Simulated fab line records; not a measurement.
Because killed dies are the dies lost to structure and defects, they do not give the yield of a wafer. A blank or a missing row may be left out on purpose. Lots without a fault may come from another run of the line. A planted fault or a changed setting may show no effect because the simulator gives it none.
What tool caused it? ; flow nand-harc ; 72 wafers from 24 lots sampled at 6 of the route's 1159 steps

WHAT THE GAUGES READ, wafer by wafer
NHARC_P_BONDPAD_THK_MEAS_20: measures by xrf.
lot;measured;on;thk-nm (nm)
L074;day 6 10:23;film-metro-01;162.5 160.3 159.3
L075;day 6 11:40;film-metro-02;160.8 160.9 159.7
L077;day 7 02:56;film-metro-01;161.0 158.9 161.1
L076;day 7 03:45;film-metro-01;160.1 158.3 159.3
L078;day 7 05:07;film-metro-02;157.8 161.8 159.2
L080;day 7 16:47;film-metro-02;162.8 161.1 159.7
L079;day 7 17:00;film-metro-02;162.9 162.1 161.6
L081;day 8 06:44;film-metro-02;161.8 160.4 159.4
L082;day 8 15:52;film-metro-02;165.3 161.2 161.4
L083;day 8 21:16;film-metro-01;162.9 162.5 161.8
L084;day 9 03:31;film-metro-01;160.6 162.0 165.1
L085;day 9 05:05;film-metro-01;159.4 161.8 160.4
L086;day 9 23:37;film-metro-02;160.0 162.3 161.4
L087;day 10 00:15;film-metro-02;158.5 160.3 161.5
L089;day 10 01:47;film-metro-02;163.6 158.4 160.4
L088;day 10 06:46;film-metro-01;162.3 160.8 161.0
L090;day 10 15:40;film-metro-01;160.8 163.7 161.0
L091;day 10 16:52;film-metro-01;157.2 156.6 159.8
L092;day 11 03:33;film-metro-01;160.9 160.6 160.7
L093;day 11 15:02;film-metro-01;163.4 161.5 161.2
L094;day 11 15:02;film-metro-02;159.8 160.7 158.2
L095;day 11 19:10;film-metro-01;161.7 162.0 164.2
L096;day 11 20:01;film-metro-01;161.2 161.7 159.7
L097;day 12 04:07;film-metro-02;158.1 160.1 160.9

NHARC_A_SOURCE_PLATE_THK_MEAS_06: measures by ellipsometry.
lot;measured;on;thk-nm (nm)
L074;day 7 09:56;film-metro-01;200.6 200.9 199.4
L075;day 7 09:56;film-metro-01;201.1 200.9 201.9
L077;day 8 05:57;film-metro-02;200.7 201.4 199.8
L076;day 8 05:57;film-metro-01;203.3 200.7 198.7
L078;day 8 05:57;film-metro-01;196.6 199.5 199.4
L080;day 8 16:22;film-metro-01;194.4 197.1 195.1
L079;day 8 16:22;film-metro-02;198.1 199.7 200.3
L081;day 9 08:56;film-metro-01;202.1 202.7 202.2
L082;day 9 15:45;film-metro-02;202.6 201.2 200.8
L083;day 9 20:53;film-metro-02;197.2 197.6 196.5
L084;day 10 03:07;film-metro-02;196.8 198.2 197.7
L085;day 10 03:07;film-metro-01;202.2 199.4 201.5
L086;day 11 01:38;film-metro-02;203.9 201.5 202.9
L087;day 11 01:38;film-metro-01;201.5 198.6 200.5
L089;day 11 01:38;film-metro-02;203.2 201.1 198.7
L088;day 11 06:17;film-metro-01;194.3 195.2 193.9
L090;day 11 19:43;film-metro-01;197.3 200.7 199.1
L091;day 11 19:44;film-metro-02;194.8 196.0 197.0
L092;day 12 04:35;film-metro-02;199.0 198.7 198.7
L093;day 12 14:48;film-metro-01;200.3 200.7 199.2
L094;day 12 14:48;film-metro-02;197.3 196.5 199.8
L095;day 13 00:13;film-metro-01;196.3 195.0 195.4
L096;day 13 00:13;film-metro-02;200.2 199.2 200.5
L097;day 13 06:19;film-metro-02;197.9 198.7 197.0

TOOL THAT RAN EACH LOT (tool first, then ch and the chambers of the sampled wafers, then the start)
lot;NHARC_P_BONDPAD_CMP_32;NHARC_P_BONDPAD_DEGAS_25;NHARC_P_BONDPAD_PVD_17;NHARC_A_ZERO_WELL_DESCUM_12
L074;cmp-03 ch 1,3, day 6 06:55;pvd-sputter-01, day 6 08:55;pvd-sputter-02, day 6 09:06;rie-diel-04 ch 1,2, day 6 12:28
L075;cmp-03 ch 0,2,3, day 6 08:17;pvd-sputter-02, day 6 10:17;pvd-sputter-02, day 6 11:40 or earlier;rie-diel-12 ch 2,3, day 6 13:22
L077;cmp-04 ch 2,3, day 6 23:39;pvd-sputter-03, day 7 01:30;pvd-sputter-03, day 7 02:56 or earlier;rie-diel-13 ch 1,3, day 7 04:39
L076;cmp-01 ch 1,2,3, day 7 00:23;pvd-sputter-03, day 7 02:20;pvd-sputter-03, day 7 03:45 or earlier;rie-diel-04 ch 0,1,3, day 7 05:28
L078;cmp-04 ch 0,1,2, day 7 01:43;pvd-sputter-03, day 7 03:43;pvd-sputter-03, day 7 05:07 or earlier;rie-diel-12 ch 0,2,3, day 7 06:41
L080;cmp-04 ch 0,3, day 7 13:06;pvd-sputter-02, day 7 15:22;pvd-sputter-02, day 7 16:47 or earlier;rie-diel-04 ch 0,1,3, day 7 18:30
L079;cmp-04 ch 1,2, day 7 13:21;pvd-sputter-03, day 7 15:27;pvd-sputter-03, day 7 17:00 or earlier;rie-diel-12 ch 1,2,3, day 7 18:41
L081;cmp-04 ch 0,2, day 8 03:19;pvd-sputter-01, day 8 05:19;pvd-sputter-01, day 8 06:44 or earlier;rie-diel-12 ch 0,3, day 8 08:25
L082;cmp-04 ch 0,1, day 8 12:30;pvd-sputter-03, day 8 14:27;pvd-sputter-03, day 8 15:52 or earlier;rie-diel-13 ch 1,2,3, day 8 17:34
L083;cmp-01 ch 0,1,2, day 8 17:52;pvd-sputter-03, day 8 19:52;pvd-sputter-03, day 8 21:16 or earlier;rie-diel-12 ch 0,1,3, day 8 22:50
L084;cmp-03 ch 0,1,2, day 9 00:09;pvd-sputter-01, day 9 02:07;pvd-sputter-01, day 9 03:31 or earlier;rie-diel-13 ch 0,1, day 9 05:05
L085;cmp-04 ch 0,1, day 9 01:50;pvd-sputter-02, day 9 03:41;pvd-sputter-02, day 9 05:05 or earlier;rie-diel-04 ch 0,2, day 9 06:46
L086;cmp-04 ch 0,1,2, day 9 20:15;pvd-sputter-03, day 9 22:12;pvd-sputter-03, day 9 23:37 or earlier;rie-diel-13 ch 2,3, day 10 01:18
L087;cmp-01 ch 0,2,3, day 9 20:53;pvd-sputter-01, day 9 22:50;pvd-sputter-01, day 10 00:15 or earlier;rie-diel-13 ch 0,1,3, day 10 01:56
L089;cmp-01 ch 0,1,2, day 9 22:27;pvd-sputter-03, day 10 00:21;pvd-sputter-03, day 10 01:47 or earlier;rie-diel-12 ch 0,3, day 10 03:22
L088;cmp-03 ch 0,1, day 10 03:32;pvd-sputter-03, day 10 05:22;pvd-sputter-03, day 10 06:46 or earlier;rie-diel-13 ch 0,2,3, day 10 08:28
L090;cmp-01 ch 0,2,3, day 10 12:26;pvd-sputter-01, day 10 14:16;pvd-sputter-01, day 10 15:40 or earlier;rie-diel-04 ch 0,1, day 10 17:15
L091;cmp-03 ch 0,2,3, day 10 13:28;pvd-sputter-02, day 10 15:27;pvd-sputter-02, day 10 16:52 or earlier;rie-diel-04 ch 0,1,2, day 10 18:37
L092;cmp-01 ch 0,2,3, day 11 00:19;pvd-sputter-02, day 11 02:10;pvd-sputter-02, day 11 03:33 or earlier;rie-diel-12 ch 0,2,3, day 11 05:14
L093;cmp-04 ch 1,3, day 11 09:52;pvd-sputter-02, day 11 11:51;pvd-sputter-02, day 11 15:02 or earlier;rie-diel-04 ch 1,2,3, day 11 16:37
L094;cmp-03 ch 2,3, day 11 10:10;pvd-sputter-01, day 11 12:08;pvd-sputter-01, day 11 15:02 or earlier;rie-diel-12 ch 1,2, day 11 16:48
L095;cmp-04 ch 0,2,3, day 11 15:45;pvd-sputter-02, day 11 17:44;pvd-sputter-02, day 11 19:10 or earlier;rie-diel-13 ch 0,1,2, day 11 20:49
L096;cmp-01 ch 0,3, day 11 16:29;pvd-sputter-02, day 11 18:38;pvd-sputter-02, day 11 20:01 or earlier;rie-diel-13 ch 0,1, day 11 21:42
L097;cmp-03 ch 0,3, day 12 00:43;pvd-sputter-03, day 12 02:41;pvd-sputter-03, day 12 04:07 or earlier;rie-diel-13 ch 1,2, day 12 05:47
- NHARC_P_BONDPAD_CMP_32: polishes SiCN, target thk 200 nm.
- NHARC_P_BONDPAD_DEGAS_25: time 60 s.
- NHARC_P_BONDPAD_PVD_17: deposits TaN, target thk 5 nm, time 8.06 s.
- NHARC_A_ZERO_WELL_DESCUM_12: chemistry O2, time 3 s.

AS READ BY THE TOOLS THEMSELVES (means over the sampled wafers that have a number; for cases with no such wafer, the mark the record gives instead)
NHARC_P_BONDPAD_CMP_32.
lot;tool;motor-current-A (A)
L074;cmp-03;11.9
L075;cmp-03;13.4
L077;cmp-04;13.8
L076;cmp-01;11.5
L078;cmp-04;11.5
L080;cmp-04;12.6
L079;cmp-04;12.1
L081;cmp-04;11.4
L082;cmp-04;10.3
L083;cmp-01;12.1
L084;cmp-03;14.2
L085;cmp-04;10.8
L086;cmp-04;11.5
L087;cmp-01;11.5
L089;cmp-01;11.7
L088;cmp-03;14.9
L090;cmp-01;11.7
L091;cmp-03;13.5
L092;cmp-01;11.6
L093;cmp-04;12.8
L094;cmp-03;13.2
L095;cmp-04;12.5
L096;cmp-01;11.7
L097;cmp-03;12.5

NHARC_P_BONDPAD_DEGAS_25.
lot;tool;heater-power-w (W)
L074;pvd-sputter-01;425
L075;pvd-sputter-02;470
L077;pvd-sputter-03;491
L076;pvd-sputter-03;527
L078;pvd-sputter-03;496
L080;pvd-sputter-02;467
L079;pvd-sputter-03;482
L081;pvd-sputter-01;537
L082;pvd-sputter-03;488
L083;pvd-sputter-03;490
L084;pvd-sputter-01;443
L085;pvd-sputter-02;468
L086;pvd-sputter-03;486
L087;pvd-sputter-01;469
L089;pvd-sputter-03;457
L088;pvd-sputter-03;450
L090;pvd-sputter-01;419
L091;pvd-sputter-02;473
L092;pvd-sputter-02;456
L093;pvd-sputter-02;469
L094;pvd-sputter-01;500
L095;pvd-sputter-02;473
L096;pvd-sputter-02;472
L097;pvd-sputter-03;478

NHARC_P_BONDPAD_PVD_17.
lot;tool;throttle-valve-pct (%)
L074;pvd-sputter-02;30.4
L075;pvd-sputter-02;30.1
L077;pvd-sputter-03;31.2
L076;pvd-sputter-03;30.9
L078;pvd-sputter-03;30.9
L080;pvd-sputter-02;30.1
L079;pvd-sputter-03;30.4
L081;pvd-sputter-01;29.5
L082;pvd-sputter-03;30.3
L083;pvd-sputter-03;30.3
L084;pvd-sputter-01;29.8
L085;pvd-sputter-02;30.0
L086;pvd-sputter-03;30.2
L087;pvd-sputter-01;30.5
L089;pvd-sputter-03;30.4
L088;pvd-sputter-03;30.4
L090;pvd-sputter-01;30.3
L091;pvd-sputter-02;29.5
L092;pvd-sputter-02;29.4
L093;pvd-sputter-02;29.8
L094;pvd-sputter-01;29.8
L095;pvd-sputter-02;29.6
L096;pvd-sputter-02;30.0
L097;pvd-sputter-03;30.9

NHARC_A_ZERO_WELL_DESCUM_12.
lot;tool;drypump-motor-current-A (A);oes-product-au (a.u.);rf-vpp-V (V);showerhead-plenum-p-Torr (Torr);throttle-valve-pct (%)
L074;rie-diel-04;5.7;0.994;57.5;1.97;11.316
L075;rie-diel-12;5.7;1.003;57.0;2.01;11.312
L077;rie-diel-13;5.7;1.005;56.9;1.99;11.314
L076;rie-diel-04;5.7;0.992;57.1;1.95;11.305
L078;rie-diel-12;5.9;1.009;57.7;1.95;11.305
L080;rie-diel-04;5.7;0.985;58.3;1.95;11.318
L079;rie-diel-12;5.4;1.011;58.4;1.94;11.314
L081;rie-diel-12;6.0;1.005;56.9;1.92;11.305
L082;rie-diel-13;5.8;0.996;58.6;1.98;11.298
L083;rie-diel-12;5.6;1.003;57.7;1.91;11.311
L084;rie-diel-13;5.5;0.989;58.1;1.82;11.311
L085;rie-diel-04;5.6;0.990;57.1;1.92;11.315
L086;rie-diel-13;5.9;0.994;59.4;2.06;11.308
L087;rie-diel-13;5.6;1.002;58.1;1.89;11.311
L089;rie-diel-12;5.9;1.009;58.4;1.98;11.301
L088;rie-diel-13;5.8;0.998;57.6;1.97;11.311
L090;rie-diel-04;5.8;0.988;58.1;1.95;11.310
L091;rie-diel-04;5.7;1.000;57.5;1.94;11.302
L092;rie-diel-12;5.9;1.004;58.0;1.94;11.318
L093;rie-diel-04;5.6;0.991;58.1;1.94;11.311
L094;rie-diel-12;5.4;0.995;58.2;1.90;11.308
L095;rie-diel-13;5.7;0.991;57.8;1.89;11.304
L096;rie-diel-13;5.6;0.996;57.1;1.80;11.305
L097;rie-diel-13;5.8;0.996;57.3;1.98;11.306

THE ANSWER, worked out from the rows above alone
Rule: what is usual is taken from the lots themselves. Put in order of their means at a reading, lots are off if they are a third of the lots or fewer, leave a main group of 4 or more, and stand apart from it by a gap of 3 or more times the standard deviation of the main group's means; of several such gaps the widest counts. A main group whose means are all the same, to the digits that the tables above print for the reading, isn't used. Also off: a lot with no number at a reading for which 4 or more lots have one. Where the step has rows for the other lots, those lots are counted as sound. First the gauges in route order, then the tools' own readings, where a lot's mean is used as printed above. At the first step where some lot is off, the reading lying furthest off is the one used; lots without a number count as furthest.
Across all readings shown, no lot is off: no conclusion can be drawn from this.

WHAT WAS PUT IN BY THE SIMULATOR
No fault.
